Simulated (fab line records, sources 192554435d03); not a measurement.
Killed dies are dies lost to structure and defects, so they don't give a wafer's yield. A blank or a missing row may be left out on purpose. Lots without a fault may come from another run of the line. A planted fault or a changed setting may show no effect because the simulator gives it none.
A struck lot beside a sound one | flow n5_finfet | 19 steps out of a route of 1938
Sound: wafers L981.1, L981.4, L981.6. Struck: wafers L977.2, L977.5. (L977.4 of the same lot was not struck and is left out.) The cause comes at the end.
At each step with rows: each side's tool, then ch and its chambers, then its first start. Under that, the readings that differ: sound wafers | struck wafers | difference of the means | sigmas: that difference in standard deviations of wafers without a fault.
alike: readings whose means differ by less than 2 such deviations, and words and numbers that are the same on both sides. not compared: withheld readings, readings that some wafer has no value for, bounds like >300 that may hide the same value, and numbers for which the record gives no deviation and whose values overlap.
The two part at a step that has a row with sigmas, a row that says differs or no value, or rows on one side only. Numbers that don't overlap but have no deviation are shown without sigmas and don't part them. A reading that every wafer of one side lacks parts them only if that side has two wafers or more.

first, 9 steps without rows for these wafers: N5_BEOL_M2_COAT_67 (time 60 s, resist thk 60 nm); N5_BEOL_M2_COAT_68 (time 60 s, resist thk 12 nm); N5_BEOL_M2_COAT_76 (time 60 s, resist thk 5 nm); N5_BEOL_M2_COAT_22 (resist thk 30 nm); N5_BEOL_M2_EBR_24; N5_BEOL_M2_SOFTBAKE_23 (time 60 s); N5_BEOL_M2_EXPOSE_25 (exposes mask V1, defocus 5 nm); N5_BEOL_M2_PEB_26 (peb time 60 s); N5_BEOL_M2_DEVELOP_27 (develop time 30 s).
N5_BEOL_M2_CD_MEAS_28: target cd 26.2 nm, target cd y 24.1 nm.
  sound on cd_sem-03 ch 0, day 10 03:28; struck on cd_sem-02 ch 0, day 8 22:17
  alike: cd_nm
N5_BEOL_M2_OVL_MEAS_29:
  sound on overlay-02 ch 0, day 10 03:29; struck on overlay-01 ch 0, day 8 22:19
  alike: V1_OVL
N5_BEOL_M2_INSPECT_30: inspects for defects (brightfield).
  sound on defect_inspect-01, day 10 03:34; struck on defect_inspect-01, day 8 22:22
  alike: raw_defect_count
N5_BEOL_M2_DESCUM_33: chemistry O2, time 7 s.
  sound on rie_diel-02 ch 0,1, day 10 03:36; struck on rie_diel-06 ch 0, day 8 22:24
  reading                                      | sound    | struck  | difference | sigmas
  model.CAR-EUV_of_BEOL_M2_COAT_22.thk_nm (nm) | 26 26 26 | 26.8 27 | +0.9       |
  alike: chamber_pressure_mTorr, drypump_motor_current_A, oes_product_au, rf_vpp_V, showerhead_plenum_p_Torr, throttle_valve_pct
  not compared: rf_hours_counter_h
N5_BEOL_M2_ETCH_77: etches underlayer in N2/H2, target depth 6.5 nm, time 5.2 s.
  sound on rie_diel-02 ch 0,1, day 10 03:38; struck on rie_diel-06 ch 0, day 8 22:26
  alike: chamber_pressure_mTorr, drypump_motor_current_A, etch_rf_on_time_s, oes_product_au, rf_vpp_V, showerhead_plenum_p_Torr, throttle_valve_pct
  not compared: rf_hours_counter_h
N5_BEOL_M2_ETCH_69: etches SiARC in CF4, target depth 15.6 nm, time 26 s.
  sound on rie_diel-02 ch 0,1, day 10 03:39; struck on rie_diel-06 ch 0, day 8 22:27
  alike: chamber_pressure_mTorr, drypump_motor_current_A, etch_rf_on_time_s, mfc_ar_sccm, oes_product_au, rf_vpp_V, showerhead_plenum_p_Torr, throttle_valve_pct
  not compared: rf_hours_counter_h
N5_BEOL_M2_ALD_98: deposits SiO2, target thk 2.5 nm, pulse time 1 s, co reactant pulse time 1 s.
  sound on ald_sin-04 ch 0,1,2, day 10 03:44; struck on ald_sin-04 ch 2,3, day 8 22:53
  alike: heater_power_w, precursor_pulse_height_rel
N5_BEOL_M2_ETCHBACK_99: etches SiO2 in CHF3, target depth 5 nm, time 10.4 s.
  sound on rie_diel-02 ch 1,2,3, day 10 12:38; struck on rie_diel-06 ch 1,2, day 8 23:51
  reading                                      | sound          | struck    | difference | sigmas
  drypump_motor_current_A (A)                  | 6.5 6.1 5.9    | 5.4 5.0   | -1.0       | -2
  model.CAR-EUV_of_BEOL_M2_COAT_22.thk_nm (nm) | 10.4 10.4 10.4 | 11.2 11.2 | +0.8       |
  alike: chamber_pressure_mTorr, mfc_ar_sccm, oes_product_au, rf_vpp_V, showerhead_plenum_p_Torr, throttle_valve_pct
  not compared: rf_hours_counter_h
N5_BEOL_M2_ETCH_70: etches SOC in N2/H2, target depth 80 nm, overetch 24 nm, time 130 s.
  sound on rie_diel-02 ch 1,2,3, day 10 12:41; struck on rie_diel-06 ch 1,2, day 8 23:53
  reading                     | sound       | struck  | difference | sigmas
  drypump_motor_current_A (A) | 6.5 6.1 5.9 | 5.5 5.0 | -0.9       | -2
  alike: chamber_pressure_mTorr, oes_product_au, rf_vpp_V, showerhead_plenum_p_Torr, throttle_valve_pct
  not compared: rf_hours_counter_h
N5_BEOL_M4_RC_MEAS_101:
  sound on prober-02 ch 0, day 11 20:16; struck on prober-02 ch 0, day 10 03:04
  reading   | sound             | struck      | difference | sigmas
  VT_N (mV) | 251.5 252.7 250.1 | 244.3 247.6 | -5.5       | -2
  alike: DIBL_N, DIBL_P, IOFF_N, IOFF_P, ION_N, ION_P, SS_N, SS_P, VT_P

WHERE THEY PART
First at N5_BEOL_M2_ETCHBACK_99; last, within this record, at N5_BEOL_M4_RC_MEAS_101.

WHY: what the simulator had put in
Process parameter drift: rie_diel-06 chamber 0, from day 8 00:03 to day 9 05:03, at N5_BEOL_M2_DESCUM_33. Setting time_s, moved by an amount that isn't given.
